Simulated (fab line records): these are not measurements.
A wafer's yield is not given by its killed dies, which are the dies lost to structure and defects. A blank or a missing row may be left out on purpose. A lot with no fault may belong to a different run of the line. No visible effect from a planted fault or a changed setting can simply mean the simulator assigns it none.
Problem report, 8D (eight disciplines) form, completed by code / flow n5-finfet / the parts of the form that need people (team, actions taken, sign-off) are left out

## 1. WHAT IS WRONG
Wafers without a fault read 150.0 W, standard deviation 0.4; bias-w at N5_BEOL_M1_ETCH_64 reads a mean of 197.5 W on 9 wafers belonging to 3 lots. So: +99 or more standard deviations from the usual mean.
The step: etches SOC in N2/H2, target depth 75 nm, overetch 15 nm, time 112.5 s.
The first sign was on wafer L207.1 at day 7 23:29, on rie-diel-03. At this step, 21 wafers from 7 lots have a number in the record. Rule for "out", or "out of limits": more than 4 standard deviations from the usual mean. Any other wafer with a number is counted as sound.

## 2. WHAT IT IS AND WHAT IT IS NOT
question=which readings at this step | is=bias-w, rf-vpp-V | is not=drypump-motor-current-A, oes-product-au, showerhead-plenum-p-Torr, temp-c, throttle-valve-pct
question=which lots | is=L207, L208, L209 | is not=L202, L206, L214, L223
question=which wafers of those lots | is=all that have a number | is not=-
question=read on which tools | is=rie-diel-03 | is not=rie-diel-04
question=when | is=from day 7 23:29 | is not=up to then (6 sound wafers); but 6 sound wafers of L214, L223 came after

## 3. WHAT RULES OUT EACH SUSPECT
Counting: any tool at a process step up to the reading is kept as a suspect provided that every lot that is out went through it and no sound lot did after the first of them.
- rie-diel-03 at N5_BEOL_M1_DESCUM_16 (chemistry O2, time 7 s): kept. It ran every lot that is out, first L207 (day 7 23:25), and no sound lot after that; its last sound lot up to then is L206 (day 7 15:49).
- rie-diel-03 at N5_BEOL_M1_ETCH_74 (etches underlayer in N2/H2, target depth 6.5 nm, time 5.2 s): kept. It ran every lot that is out, first L207 (day 7 23:26), and no sound lot after that; its last sound lot up to then is L206 (day 7 15:51).
- rie-diel-03 at N5_BEOL_M1_ETCH_63 (etches SiARC in CF4, target depth 15.6 nm, time 26 s): kept. It ran every lot that is out, first L207 (day 7 23:28), and no sound lot after that; its last sound lot up to then is L206 (day 7 15:52).
- rie-diel-03 at N5_BEOL_M1_ETCH_64 (etches SOC in N2/H2, target depth 75 nm, overetch 15 nm, time 112.5 s): kept. It ran every lot that is out, first L207 (day 7 23:29), and no sound lot after that; its last sound lot up to then is L206 (day 7 15:54). Its own bias-w, rf-vpp-V readings are out on those wafers.
Left after counting: rie-diel-03 at N5_BEOL_M1_DESCUM_16, rie-diel-03 at N5_BEOL_M1_ETCH_74, rie-diel-03 at N5_BEOL_M1_ETCH_63, rie-diel-03 at N5_BEOL_M1_ETCH_64.

## 4. THE CAUSE (what the simulator had put in)
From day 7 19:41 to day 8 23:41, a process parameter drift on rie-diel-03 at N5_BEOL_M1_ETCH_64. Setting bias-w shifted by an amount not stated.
Counting left 4 suspects, and this tool is among them.

## 5. THE EFFECT CHAIN, in route order
One row per reading whose mean, taken over the struck wafers that have a number, lies over 3 standard deviations from the usual. Only readings for which the record gives a usual standard deviation are gone through. hours: the time from each lot's start at the first step in this table that gives one to its start at this step, as a median over the lots. sigmas: the change in usual standard deviations.
hours=0; step=N5_BEOL_M1_ETCH_64; reading=bias-w; usual=150.0 W; on struck wafers=197.5; change=+47.5; sigmas=+99 or more
hours=0; step=N5_BEOL_M1_ETCH_64; reading=rf-vpp-V; usual=523.0 V; on struck wafers=619.4; change=+96.4; sigmas=+40
Here are the process steps it includes:
- N5_BEOL_M1_ETCH_64: etches SOC in N2/H2, target depth 75 nm, overetch 15 nm, time 112.5 s.
Later steps that measure or inspect, where all struck wafers having a row at the step show a number for every such reading and not one has moved that far: N5_BEOL_M4_RC_MEAS_101.

## 6. WHAT WOULD HAVE CAUGHT IT SOONER
First out-of-limits reading in this record: day 7 23:29, which is 4 hours after fault onset at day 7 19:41.
